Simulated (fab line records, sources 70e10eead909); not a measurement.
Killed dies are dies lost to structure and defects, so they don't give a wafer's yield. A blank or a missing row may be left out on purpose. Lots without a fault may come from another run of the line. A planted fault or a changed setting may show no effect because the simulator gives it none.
Chamber matching | flow nand_harc | NHARC_P_GATE_ETCH_104 on rie_diel-03: 4 sister chambers
The step etches the open film in CF4/CHF3, target depth 60 nm. 16 wafers are shown with their chamber, then 8 later ones without.

WAFERS WITH THEIR CHAMBER
wafer  | chamber | drypump_motor_current_A (A) | rf_vpp_V (V) | throttle_valve_pct (%)
L076.1 | 2       | 6.0                         | 371.1        | 16.791
L076.3 | 1       | 6.1                         | 370.5        | 16.802
L076.4 | 0       | 5.4                         | 371.7        | 16.792
L077.1 | 0       | 5.5                         | 371.9        | 16.799
L077.4 | 1       | 6.0                         | 370.2        | 16.809
L077.5 | 1       | 6.1                         | 371.3        | 16.797
L079.2 | 0       | 5.5                         | 370.7        | 16.801
L079.5 | 2       | 5.9                         | 371.6        | 16.799
L079.6 | 3       | 6.1                         | 368.2        | 16.811
L082.2 | 1       | 6.1                         | 371.2        | 16.820
L082.3 | 0       | 5.5                         | 371.4        | 16.794
L082.5 | 3       | 6.1                         | 368.5        | 16.807
L086.4 | 2       | 6.0                         | 370.1        | 16.792
L086.5 | 2       | 5.9                         | 372.1        | 16.811
L086.6 | 3       | 6.1                         | 366.3        | 16.814
L091.1 | 1       | 6.0                         | 370.3        | 16.802

SIGNATURES (means of the wafers above)
reading                 | chamber 0 | chamber 1 | chamber 2 | chamber 3 | scatter within a chamber
drypump_motor_current_A | 5.475     | 6.060     | 5.950     | 6.100     | 0.0496
rf_vpp_V                | 371.425   | 370.700   | 371.225   | 367.667   | 0.759
throttle_valve_pct      | 16.79650  | 16.80600  | 16.79825  | 16.81067  | 0.00736
Rule: a wafer's distance from a chamber is the root of the sum, over the readings, of the square of ((its reading less the chamber's mean) divided by the reading's scatter). The wafer belongs to the nearest chamber; if the next one is less than 2 further off, it can't be placed. The scatter: the root of (the sum of the squares of (reading less its chamber's mean) over the shown wafers, divided by (wafers less chambers)).

WAFERS WITHOUT THEIR CHAMBER
wafer  | drypump_motor_current_A (A) | rf_vpp_V (V) | throttle_valve_pct (%)
L091.3 | 5.4                         | 370.9        | 16.801
L091.6 | 5.5                         | 371.3        | 16.817
L092.3 | 5.9                         | 370.3        | 16.806
L092.4 | 5.5                         | 372.1        | 16.808
L092.6 | 6.1                         | 371.1        | 16.808
L097.2 | 5.9                         | 371.1        | 16.783
L097.4 | 6.1                         | 371.7        | 16.804
L097.5 | 6.1                         | 371.2        | 16.801

WHICH CHAMBER EACH WENT THROUGH
wafer  | from the rows above     | in truth
L091.3 | 0                       | 0
L091.6 | 0                       | 0
L092.3 | can't be placed: 2 or 1 | 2
L092.4 | 0                       | 0
L092.6 | 1                       | 1
L097.2 | 2                       | 2
L097.4 | can't be placed: 1 or 2 | 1
L097.5 | can't be placed: 1 or 2 | 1
Placed correctly: 5 of 8. Can't be placed from these rows: 3 (the true chamber is among the candidates in 3). Placed wrongly: 0.
